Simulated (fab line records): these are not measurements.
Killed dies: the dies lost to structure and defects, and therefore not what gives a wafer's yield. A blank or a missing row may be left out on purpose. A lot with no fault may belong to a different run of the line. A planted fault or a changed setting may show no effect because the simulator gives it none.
fab line records	flow n5Finfet	part 1 of 2: steps 1 to 23 of 29
record: lots: 5	wafers: 15	lastDay: 18
route steps=1938 shown GATE_CUT@468
lots that met no fault: taken from a fault-free run of the same line
startH: hours from the record's first day to the start of the lot's first wafer shown	waitH: hours elapsed since this lot's preceding step	" as in the row above	L1.1+2: several wafers, shown together as one row	- either no value or no given start	* or withheld: withheld	< > ~ a bound
route shown NAME@n: NAME is a module with steps in the file, n the number in the route of the first one	usual: the fault-free wafers' mean and standard deviation	same: alike in all rows	chamber/n: place in a boat	sites: each site's reading	_std_site: standard deviation across them	_edge_site: mean of outer sites minus mean of inner sites	radiusMm: for every site, how far away it sits from the centre of the wafer	mask NAME#n: copy n	behind: the last tool/chamber to shape the wafer	hold: why the lot went on hold/how many hours it stayed there/how the hold came to an end	device: the n, p or np transistor that did not switch	end of line: the route-end tests of the same wafers	a step given without rows: its recipe and nothing more	killed: the dies lost at the first sort to structure and to defects; this is not the yield of the wafer	map: per-die view of a wafer (x killed, . not killed, _ where there is no die)
set.NAME: the run value of the setting; set.NAME@STEP: its run value at that earlier step	model.NAME: the simulator's own value behind a step, which no gauge read
lots seen at some steps along the route; tables by step, rows by wafer
services: when a tool's chamber went out of use (startH, in hours from the record's first day, below 0 if earlier), for how many hours, and the reason
== steps ==
step: N5_GATE_CUT_VAPOR_ETCH_60
recipe: chemistry: BCl3/Cl2	target: HfO2	mode: isotropic
usual: drypumpMotorCurrentA: 5.8/0.31	heBacksideLeakSccm: 3.4/0.32	oesProductAu: 0.78/0.12
lot.wafer	tool	chamber	startH	waitH	drypumpMotorCurrentA	heBacksideLeakSccm	oesProductAu
L075.1	rieMetal-03	0	90.24	0.0	6.0	3.1	0.93
L075.3	"	0	"	"	6.0	6.5	0.93
L075.6	"	0	"	"	6.0	3.3	0.92
L082.1	rieMetal-02	1	127.36	0.0	5.7	3.1	0.93
L082.5	"	1	"	"	5.6	3.3	0.93
L082.6	"	0	"	"	5.9	3.6	0.81
L084.3	rieMetal-01	0	139.49	0.0	5.8	3.2	0.62
L084.5	"	0	"	"	5.8	3.2	0.62
L084.6	"	1	"	"	5.2	3.7	0.81
L086.1	rieMetal-03	1	162.75	0.0	6.1	3.4	0.59
L086.2	"	0	"	"	6.0	3.1	0.88
L086.6	"	1	"	"	6.2	3.3	0.59
L091.4	rieMetal-02	0	188.55	0.0	5.9	3.4	0.79
L091.5	"	1	"	"	5.6	3.3	0.89
L091.6	"	0	"	"	5.9	3.6	0.78
step: N5_GATE_CUT_ETCH_58
recipe: chemistry: CH3F/O2	target: SiNx	targetDepthA: 170	timeS: 128.6	ionEnergyEv: 50	pressureMtorr: 30	sourceW: 415	biasW: 21	Ar_flow_sccm: 150	CH3F_flow_sccm: 30	O2_flow_sccm: 20
usual: drypumpMotorCurrentA: 5.7/0.72	oesProductAu: 0.76/0.072	rfVppV: 99.1/0.9	showerheadPlenumPTorr: 2.01/0.069	throttleValvePct: 16.44/0.21
lot.wafer	tool	chamber	startH	waitH	drypumpMotorCurrentA	oesProductAu	rfHoursCounterH	rfVppV	showerheadPlenumPTorr	throttleValvePct
L075.1	rieDiel-01	2	90.85	0.6	5.6	0.80	123	99.4	2.01	16.52
L075.3	"	1	"	"	5.2	0.72	199	99.9	2.07	16.32
L075.6	"	1	"	"	5.2	0.72	-	99.8	2.07	16.34
L082.1	rieDiel-05	2	127.41	0.0	5.3	0.71	194	98.7	2.08	16.41
L082.5	"	1	"	"	6.7	0.75	-	98.9	1.94	16.52
L082.6	"	2	"	"	5.3	0.71	-	99.6	2.08	16.43
L084.3	rieDiel-05	2	139.53	0.0	5.3	0.71	198	99.3	2.08	16.43
L084.5	"	2	"	"	5.3	0.71	-	100.5	2.08	16.43
L084.6	"	1	"	"	6.7	0.75	-	99.1	1.94	16.53
L086.1	rieDiel-01	1	162.80	0.0	5.2	0.69	221	99.2	2.07	16.37
L086.2	"	0	"	"	5.0	0.77	153	100.2	2.08	16.52
L086.6	"	1	"	"	5.2	0.69	-	100.1	2.07	16.35
L091.4	rieDiel-05	2	188.59	0.0	5.3	0.70	208	97.9	2.07	16.45
L091.5	"	0	"	"	6.7	0.70	-	99.8	1.91	16.80
L091.6	"	1	"	"	6.7	0.73	-	100.2	1.93	16.56
step: N5_GATE_CUT_STRIP_59
recipe: chemistry: N2/H2	timeS: 20	powerW: 100	tempC: 40	pressureMtorr: 100	rfFrequencyHz: 6e+07	biasPowerW: 3	n2FlowSccm: 300	h2FlowSccm: 300
usual: drypumpMotorCurrentA: 5.7/0.72	oesProductAu: 0.76/0.077	rfVppV: 45.3/0.98	showerheadPlenumPTorr: 3.38/0.13	throttleValvePct: 12.31/0.21
lot.wafer	tool	chamber	startH	waitH	drypumpMotorCurrentA	oesProductAu	rfHoursCounterH	rfVppV	showerheadPlenumPTorr	throttleValvePct
L075.1	rieDiel-01	2	90.95	0.1	5.6	0.79	123	44.6	3.37	12.26
L075.3	"	1	"	"	5.2	0.71	199	45.2	3.48	12.24
L075.6	"	1	"	"	5.2	0.71	-	45.3	3.48	12.24
L082.1	rieDiel-05	2	127.52	0.1	5.3	0.72	194	45.6	3.49	12.29
L082.5	"	1	"	"	6.7	0.76	-	44.8	3.24	12.30
L082.6	"	2	"	"	5.3	0.72	-	46.4	3.49	12.28
L084.3	rieDiel-05	2	139.63	0.1	5.3	0.72	198	43.6	3.48	12.30
L084.5	"	2	"	"	5.3	0.72	-	47.1	3.48	12.29
L084.6	"	1	"	"	6.7	0.75	-	44.6	3.24	12.31
L086.1	rieDiel-01	1	162.90	0.1	5.2	0.68	221	46.2	3.47	12.29
L086.2	"	0	"	"	5.0	0.79	153	46.2	3.51	12.43
L086.6	"	1	"	"	5.2	0.69	-	45.8	3.47	12.29
L091.4	rieDiel-05	2	188.69	0.1	5.3	0.70	208	45.1	3.48	12.32
L091.5	"	0	"	"	6.7	0.68	-	43.4	3.19	12.64
L091.6	"	1	"	"	6.7	0.72	-	45.3	3.23	12.37
step: N5_GATE_CUT_PRECLEAN_31
recipe: tempC: 23	chemistry: DIW	timeS: 300
lot.wafer	tool	chamber	startH	waitH
L075.1+3+6	wetBench-01	3,5,6	91.03	0.1
L082.1+5+6	wetBench-01	4,2,5	127.60	0.1
L084.3+5+6	wetBench-01	2,3,4	139.71	0.1
L086.1+2+6	wetBench-02	6,4,7	162.98	0.1
L091.4+5+6	wetBench-04	4,2,1	188.77	0.1
step: N5_GATE_CUT_SRD_32
recipe: timeS: 30	tempC: 23	rinseLiquid: diw	dry: ipaMarangoni
lot.wafer	tool	chamber	startH	waitH
L075.1+3+6	wetBench-01	3,5,6	91.12	0.0
L082.1+5+6	wetBench-01	4,2,5	127.68	0.0
L084.3+5+6	wetBench-01	2,3,4	139.80	0.0
L086.1+2+6	wetBench-02	6,4,7	163.08	0.0
L091.4+5+6	wetBench-04	4,2,1	188.95	0.0
step: N5_GATE_CUT_SAC_CAP_01
recipe: material: SiNx	targetThkA: 240	tempC: 400	aldPrecursorFamily: SiH2I2	aldCoReactant: N2/H2-plasma	pulseTimeS: 1	aldCycles: 480	purgeTimeS: 2	coReactantPurgeTimeS: 2	pressureTorr: 2
usual: heaterPowerW: 834/91	precursorPulseHeightRel: 1.002/0.019
lot.wafer	tool	chamber	startH	waitH	heaterPowerW	precursorPulseHeightRel
L075.1	aldSin-04	3	91.17	0.0	928	0.985
L075.3	"	1	"	"	818	1.027
L075.6	"	1	92.25	1.1	788	1.033
L082.1	aldSin-03	0	127.73	0.0	936	0.989
L082.5	"	2	128.82	1.1	678	1.003
L082.6	"	1	"	"	750	0.954
L084.3	aldSin-04	3	139.85	0.0	894	1.027
L084.5	"	3	140.93	1.1	926	1.034
L084.6	"	2	"	"	952	0.984
L086.1	aldSin-03	2	163.12	0.0	683	1.037
L086.2	"	3	"	"	819	0.974
L086.6	"	2	164.21	1.1	688	1.001
L091.4	aldSin-03	1	189.01	0.0	729	0.979
L091.5	"	0	190.10	1.1	935	0.979
L091.6	"	3	"	"	808	1.009
step: N5_GATE_CUT_PECVD_57
recipe: material: SiNx	targetThkA: 210	tempC: 400	precursor: SiH4/NH3/N2	pressureTorr: 1.5	rfW: 300
usual: heaterPowerW: 828/130	showerheadPlenumPTorr: 5.12/0.076	throttleValvePct: 40.9/2.1
lot.wafer	tool	chamber	startH	waitH	heaterPowerW	showerheadPlenumPTorr	throttleValvePct
L075.1	pecvd-01	2	93.36	1.1	1029	4.99	36.7
L075.3	"	1	"	"	698	5.16	41.4
L075.6	"	0	"	"	886	5.26	45.0
L082.1	pecvd-03	1	129.92	1.1	819	5.12	41.4
L082.5	"	2	"	"	717	5.11	40.3
L082.6	"	1	"	"	854	5.13	41.6
L084.3	pecvd-01	2	142.04	1.1	1106	4.99	37.0
L084.5	"	1	"	"	700	5.17	41.5
L084.6	"	0	"	"	810	5.27	45.4
L086.1	pecvd-01	1	165.32	1.1	704	5.16	41.5
L086.2	"	0	"	"	741	5.27	45.3
L086.6	"	2	"	"	1167	4.98	37.1
L091.4	pecvd-03	2	191.23	1.1	856	5.12	40.6
L091.5	"	0	"	"	758	5.21	42.1
L091.6	"	1	"	"	875	5.13	41.5
step: N5_GATE_CUT_CMP_02
recipe: stopOn: SiO2	tOverpolishS: 12.7	postCmpClean: alkalineBrush	downForcePsi: 2.5	platenRpm: 51.8	padVelocityMS: 1.0307	targetThkNm: 0
usual: motorCurrentA: 9.3/0.97	overpolishRunS: 12.700/0.0088	padLifeWafers: 1365/540	retainingRingPressureFrac: 1.001/0.0049	timeToEndpointS: 25.4/2.3
lot.wafer	tool	chamber	startH	waitH	motorCurrentA	overpolishRunS	padLifeWafers	retainingRingPressureFrac	timeToEndpointS
L075.1	cmp-01	1	93.47	0.1	9.9	12.694	1627	1.001	25.0
L075.3	"	2	"	"	10.3	12.689	1628	1.000	22.5
L075.6	"	1	"	"	10.2	12.679	-	0.993	23.8
L082.1	cmp-03	0	130.11	0.2	8.2	12.708	879	1.007	28.8
L082.5	"	1	"	"	9.6	12.699	-	1.002	24.0
L082.6	"	2	"	"	9.5	12.707	-	1.005	26.4
L084.3	cmp-04	1	142.15	0.1	8.8	12.701	1399	0.998	23.7
L084.5	"	0	"	"	8.2	12.697	-	1.003	21.2
L084.6	"	1	"	"	8.8	12.696	-	1.002	22.4
L086.1	cmp-01	1	165.39	0.1	10.2	12.691	30	0.998	23.7
L086.2	"	0	"	"	8.7	12.711	33	1.000	25.7
L086.6	"	1	"	"	10.8	12.700	-	1.007	23.7
L091.4	cmp-03	2	191.39	0.1	9.5	12.705	1377	1.004	23.9
L091.6	"	3	"	"	10.0	12.693	-	1.001	25.3
L091.5	"	0	"	"	8.6	12.695	-	0.996	25.6
step: N5_GATE_CUT_HM_DEP_46
recipe: material: SiO2	targetThkA: 1300	tempC: 400	precursor: TEOS/O2	pressureTorr: 6.5	rfW: 900	teosFlowSccm: 161.4	gas: O2	flowSccm: 2650	timeS: 26.6
usual: heaterPowerW: 610/120	showerheadPlenumPTorr: 8.34/0.04	throttleValvePct: 19.1/0.96
lot.wafer	tool	chamber	startH	waitH	heaterPowerW	showerheadPlenumPTorr	throttleValvePct
L075.1	pecvd-02	0	93.77	0.0	513	8.31	19.1
L075.3	"	1	"	"	562	8.33	19.0
L075.6	"	1	"	"	559	8.33	19.0
L082.1	pecvd-02	0	130.33	0.0	530	8.32	19.2
L082.5	"	1	"	"	526	8.31	19.0
L082.6	"	0	"	"	531	8.35	19.4
L084.3	pecvd-03	0	142.44	0.0	546	8.39	19.6
L084.5	"	0	"	"	563	8.38	19.7
L084.6	"	2	"	"	612	8.34	19.0
L086.1	pecvd-03	1	165.72	0.0	540	8.33	19.4
L086.2	"	0	"	"	535	8.39	19.8
L086.6	"	1	"	"	561	8.34	19.6
L091.4	pecvd-01	2	191.63	0.1	806	8.27	17.5
L091.5	"	1	"	"	462	8.37	19.6
L091.6	"	0	"	"	618	8.39	21.5
step: N5_GATE_CUT_COAT_34
recipe: resist: SOC	tempC: 250	timeS: 60	spinRpm: 1500	resistThkNm: 60
lot.wafer	tool	chamber	startH	waitH
L075.1+3+6	lithoTrack-05	0	93.83	0.0
L082.1+5+6	lithoTrack-03	0	130.40	0.0
L084.3+5+6	lithoTrack-05	0	142.51	0.0
L086.1+2+6	lithoTrack-03	0	165.79	0.0
L091.4+5+6	lithoTrack-05	0	191.67	0.0
step: N5_GATE_CUT_COAT_35
recipe: resist: SiARC	tempC: 220	timeS: 60	spinRpm: 1500	resistThkNm: 10
lot.wafer	tool	chamber	startH	waitH
L075.1+3+6	lithoTrack-05	0	-	-
L082.1+5+6	lithoTrack-03	0	-	-
L084.3+5+6	lithoTrack-05	0	-	-
L086.1+2+6	lithoTrack-03	0	-	-
L091.4+5+6	lithoTrack-05	0	-	-
step: N5_GATE_CUT_COAT_27
recipe: resist: underlayer	tempC: 205	timeS: 60	spinRpm: 1500	resistThkNm: 10
lot.wafer	tool	chamber	startH	waitH
L075.1+3+6	lithoTrack-05	0	-	-
L082.1+5+6	lithoTrack-03	0	-	-
L084.3+5+6	lithoTrack-05	0	-	-
L086.1+2+6	lithoTrack-03	0	-	-
L091.4+5+6	lithoTrack-05	0	-	-
step: N5_GATE_CUT_COAT_07
recipe: resist: CAR-EUV	spinRpm: 1500	resistThkNm: 30
lot.wafer	tool	chamber	startH	waitH
L075.1+3+6	lithoTrack-05	0	-	-
L082.1+5+6	lithoTrack-03	0	-	-
L084.3+5+6	lithoTrack-05	0	-	-
L086.1+2+6	lithoTrack-03	0	-	-
L091.4+5+6	lithoTrack-05	0	-	-
step: N5_GATE_CUT_EBR_09
recipe: solvent: PGMEA	ebrWidthMm: 1.5
lot.wafer	tool	chamber	startH	waitH
L075.1+3+6	lithoTrack-05	0	-	-
L082.1+5+6	lithoTrack-03	0	-	-
L084.3+5+6	lithoTrack-05	0	-	-
L086.1+2+6	lithoTrack-03	0	-	-
L091.4+5+6	lithoTrack-05	0	-	-
step: N5_GATE_CUT_SOFTBAKE_08
recipe: tempC: 110	timeS: 60	resist: CAR-EUV
lot.wafer	tool	chamber	startH	waitH
L075.1+3+6	lithoTrack-05	0	-	-
L082.1+5+6	lithoTrack-03	0	-	-
L084.3+5+6	lithoTrack-05	0	-	-
L086.1+2+6	lithoTrack-03	0	-	-
L091.4+5+6	lithoTrack-05	0	-	-
step: N5_GATE_CUT_EXPOSE_10
recipe: maskId: GATE_CUT	na: 0.33	sourceShape: annular	sigmaInner: 0.35	sigmaOuter: 0.8	polarization: unpolarized	targetCdNm: 20	doseMj: 43.25
usual: exposureDoseMJCm2: 43.20/0.054
same: na: 0.33	sigmaInner: 0.35
lot.wafer	tool	chamber	startH	waitH	mask	exposureDoseMJCm2
L075.1	euvScanner-02	0	93.97	-	GATE_CUT#0	43.11
L075.3	"	0	"	"	GATE_CUT#0	43.18
L075.6	"	0	"	"	GATE_CUT#0	43.10
L082.1	euvScanner-01	0	130.66	-	GATE_CUT#0	43.20
L082.5	"	0	"	"	GATE_CUT#0	43.20
L082.6	"	0	"	"	GATE_CUT#0	43.27
L084.3	euvScanner-01	0	142.79	-	GATE_CUT#0	43.27
L084.5	"	0	"	"	GATE_CUT#0	43.24
L084.6	"	0	"	"	GATE_CUT#0	43.28
L086.1	euvScanner-02	0	166.05	-	GATE_CUT#0	43.16
L086.2	"	0	"	"	GATE_CUT#0	43.14
L086.6	"	0	"	"	GATE_CUT#0	43.20
L091.4	euvScanner-02	0	191.99	-	GATE_CUT#0	43.20
L091.5	"	0	"	"	GATE_CUT#0	43.14
L091.6	"	0	"	"	GATE_CUT#0	43.19
step: N5_GATE_CUT_PEB_11
recipe: pebTempC: 100	pebTimeS: 60	resist: CAR-EUV
lot.wafer	tool	chamber	startH	waitH
L075.1+3+6	lithoTrack-04	0	94.03	0.1
L082.1+5+6	lithoTrack-03	0	130.72	0.1
L084.3+5+6	lithoTrack-05	0	142.84	0.0
L086.1+2+6	lithoTrack-04	0	166.12	0.1
L091.4+5+6	lithoTrack-05	0	192.04	0.0
step: N5_GATE_CUT_DEVELOP_12
recipe: developTimeS: 30	developer: TMAH	resist: CAR-EUV	rinseLiquid: surfactantRinse	dry: airSpin	devTempC: 23
same: developTimeS: 30
lot.wafer	tool	chamber	startH	waitH
L075.1+3+6	lithoTrack-04	0	-	-
L082.1+5+6	lithoTrack-03	0	-	-
L084.3+5+6	lithoTrack-05	0	-	-
L086.1+2+6	lithoTrack-04	0	-	-
L091.4+5+6	lithoTrack-05	0	-	-
step: N5_GATE_CUT_CD_MEAS_13
recipe: targetCdNm: 20	landingEnergyEv: 500	detector: seInlens
usual: cdNm: 20.06/0.27
lot.wafer	tool	chamber	startH	waitH	cdNm
L075.1	cdSem-02	0	94.10	-	19.90
L075.3	"	0	"	"	20.36
L075.6	"	0	"	"	20.28
L082.1	cdSem-01	0	130.79	-	20.17
L082.5	"	0	"	"	19.90
L082.6	"	0	"	"	20.07
L084.3	cdSem-03	0	142.91	-	20.28
L084.5	"	0	"	"	19.86
L084.6	"	0	"	"	20.27
L086.1	cdSem-02	0	166.18	-	19.63
L086.2	"	0	"	"	20.06
L086.6	"	0	"	"	20.19
L091.4	cdSem-02	0	192.11	-	20.05
L091.5	"	0	"	"	20.16
L091.6	"	0	"	"	20.46
step: N5_GATE_CUT_OVL_MEAS_14
recipe: pointsPerWafer: 522
usual: GATE_CUT_OVL: -0.1/0.73
lot.wafer	tool	chamber	startH	waitH	GATE_CUT_OVL[nm]
L075.1	overlay-02	0	94.13	0.0	-0.1
L075.3	"	0	"	"	0.5
L075.6	"	0	"	"	0.3
L082.1	overlay-01	0	130.82	0.0	0.0
L082.5	"	0	"	"	-1.4
L082.6	"	0	"	"	-0.8
L084.3	overlay-01	0	142.95	0.0	-0.7
L084.5	"	0	"	"	-0.3
L084.6	"	0	"	"	1.0
L086.1	overlay-01	0	166.21	0.0	0.4
L086.2	"	0	"	"	-0.5
L086.6	"	0	"	"	0.2
L091.4	overlay-01	0	192.15	0.0	1.6
L091.5	"	0	"	"	0.7
L091.6	"	0	"	"	0.7
step: N5_GATE_CUT_INSPECT_15
recipe: mode: adi	inspectInstrument: brightfield
usual: rawDefectCount: 122/36
lot.wafer	tool	chamber	startH	waitH	rawDefectCount
L075.1	defectInspect-01	-	94.19	0.1	87
L075.3	"	-	"	"	108
L075.6	"	-	"	"	108
L082.1	defectInspect-02	-	130.88	0.1	75
L082.5	"	-	"	"	117
L082.6	"	-	"	"	89
L084.3	defectInspect-02	-	142.99	0.0	103
L084.5	"	-	"	"	110
L084.6	"	-	"	"	168
L086.1	defectInspect-01	-	166.27	0.1	147
L086.2	"	-	"	"	106
L086.6	"	-	"	"	128
L091.4	defectInspect-01	-	192.20	0.0	154
L091.5	"	-	"	"	109
L091.6	"	-	"	"	249
step: N5_GATE_CUT_DESCUM_18
recipe: chemistry: O2	timeS: 7	sourcePowerW: 50	biasPowerW: 20	pressureMtorr: 20	rfFrequencyHz: 2.712e+07	tempC: 40	resist: CAR-EUV	o2FlowSccm: 225
usual: drypumpMotorCurrentA: 5.9/0.74	oesProductAu: 0.76/0.084	rfVppV: 243.1/1.6	showerheadPlenumPTorr: 2.08/0.093	throttleValvePct: 20.48/0.2
lot.wafer	tool	chamber	startH	waitH	drypumpMotorCurrentA	oesProductAu	rfHoursCounterH	rfVppV	showerheadPlenumPTorr	throttleValvePct
L075.1	rieDiel-05	0	94.22	0.0	6.7	0.72	174	241.7	1.99	20.68
L075.3	"	1	"	"	6.7	0.76	130	241.7	2.00	20.43
L075.6	"	1	"	"	6.7	0.76	-	242.2	2.00	20.42
L082.1	rieDiel-05	2	130.91	0.0	5.3	0.71	195	243.9	2.15	20.41
L082.5	"	1	"	"	6.7	0.74	-	242.2	1.99	20.44
L082.6	"	2	"	"	5.3	0.71	-	245.8	2.15	20.42
L084.3	rieDiel-06	1	143.03	0.0	5.4	0.73	179	243.2	2.08	20.50
L084.5	"	1	"	"	5.4	0.74	-	242.4	2.08	20.51
L084.6	"	0	"	"	6.4	0.84	-	244.4	2.20	20.08
L086.1	rieDiel-05	3	166.31	0.0	4.9	0.94	12	245.4	2.23	20.42
L086.2	"	0	"	"	6.7	0.69	198	241.7	1.98	20.72
L086.6	"	3	"	"	5.0	0.95	-	245.6	2.23	20.41
L091.4	rieDiel-05	3	193.22	1.0	4.9	0.91	24	244.8	2.23	20.43
L091.5	"	1	"	"	6.7	0.72	-	241.9	1.98	20.46
L091.6	"	0	"	"	6.7	0.68	-	242.2	1.97	20.73
step: N5_GATE_CUT_ETCH_28
recipe: chemistry: N2/H2	target: underlayer	targetDepthA: 130	maskMaterial: CAR-EUV	timeS: 10.4	ionEnergyEv: 200	pressureMtorr: 30	sourceW: 840	biasW: 150	n2FlowSccm: 200	h2FlowSccm: 200	ends: cleared
usual: drypumpMotorCurrentA: 5.9/0.74	etchRfOnTimeS: 10.42/0.22	oesProductAu: 0.65/0.067	rfVppV: 524/3.1	showerheadPlenumPTorr: 2.54/0.12	throttleValvePct: 17.94/0.18
lot.wafer	tool	chamber	startH	waitH	drypumpMotorCurrentA	etchRfOnTimeS	oesProductAu	rfHoursCounterH	rfVppV	showerheadPlenumPTorr	throttleValvePct
L075.1	rieDiel-05	0	94.26	0.0	6.7	10.23	0.63	174	520	2.41	18.16
L075.3	"	1	"	"	6.7	10.74	0.64	130	521	2.44	17.95
L075.6	"	1	"	"	6.7	10.74	0.64	-	520	2.44	17.94
L082.1	rieDiel-05	2	130.95	0.0	5.3	10.63	0.61	195	526	2.63	17.89
L082.5	"	1	"	"	6.7	10.64	0.63	-	520	2.43	17.98
L082.6	"	2	"	"	5.3	10.60	0.60	-	526	2.63	17.88
L084.3	rieDiel-06	1	143.06	0.0	5.4	10.62	0.62	179	524	2.52	17.88
L084.5	"	1	"	"	5.4	10.64	0.62	-	525	2.52	17.87
L084.6	"	0	"	"	6.4	10.44	0.72	-	528	2.69	17.54
L086.1	rieDiel-05	3	166.34	0.0	4.9	10.31	0.81	12	530	2.73	17.82
L086.2	"	0	"	"	6.7	10.32	0.60	198	521	2.40	18.20
L086.6	"	3	"	"	5.0	10.30	0.80	-	527	2.72	17.82
L091.4	rieDiel-05	3	193.25	0.0	5.0	10.57	0.77	24	528	2.72	17.84
L091.5	"	1	"	"	6.7	10.76	0.62	-	522	2.42	18.01
L091.6	"	0	"	"	6.7	10.30	0.60	-	520	2.39	18.23
